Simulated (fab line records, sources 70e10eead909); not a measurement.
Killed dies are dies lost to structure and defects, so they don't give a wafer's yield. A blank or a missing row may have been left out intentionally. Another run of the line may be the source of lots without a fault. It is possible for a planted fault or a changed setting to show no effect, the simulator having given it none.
Chamber matching	flow nand-harc	NHARC_A_STAIRCASE_DEP_417 on pecvd-03 has 3 sister chambers
The step deposits Si3N4, target thk 60 nm. 6 wafers are shown with their chamber, then 8 later ones without.

## WAFERS, EACH WITH ITS CHAMBER
wafer	chamber	heater-power-w (W)
L085.4	2	914
L085.6	0	676
L087.1	0	664
L087.4	1	767
L087.6	2	914
L095.1	1	774

## WAFERS WITHOUT THEIR CHAMBER
wafer	heater-power-w (W)
L095.5	758
L095.6	634
L094.2	647
L094.3	893
L094.6	635
L092.1	939
L092.5	639
L092.6	774

## EACH ONE'S CHAMBER
wafer	from the rows above	in truth
L095.5	1	1
L095.6	0	0
L094.2	0	0
L094.3	2	2
L094.6	0	0
L092.1	2	2
L092.5	0	0
L092.6	1	1
Correctly placed: 8 of 8. From these rows, 0 cannot be placed. Number placed wrongly: 0.
How it was worked out, from the rows above alone: a wafer's distance from a chamber is the root of the sum, over the readings, of the square of ((its reading less the chamber's mean) divided by the reading's scatter). The wafer belongs to the nearest chamber; if the next one is less than 2 further off, it can't be placed. Each chamber's mean is taken over the wafers shown for it. The scatter: take each reading less its chamber's mean, square it, sum over the shown wafers, divide by the number of wafers less the number of chambers, and take the root.
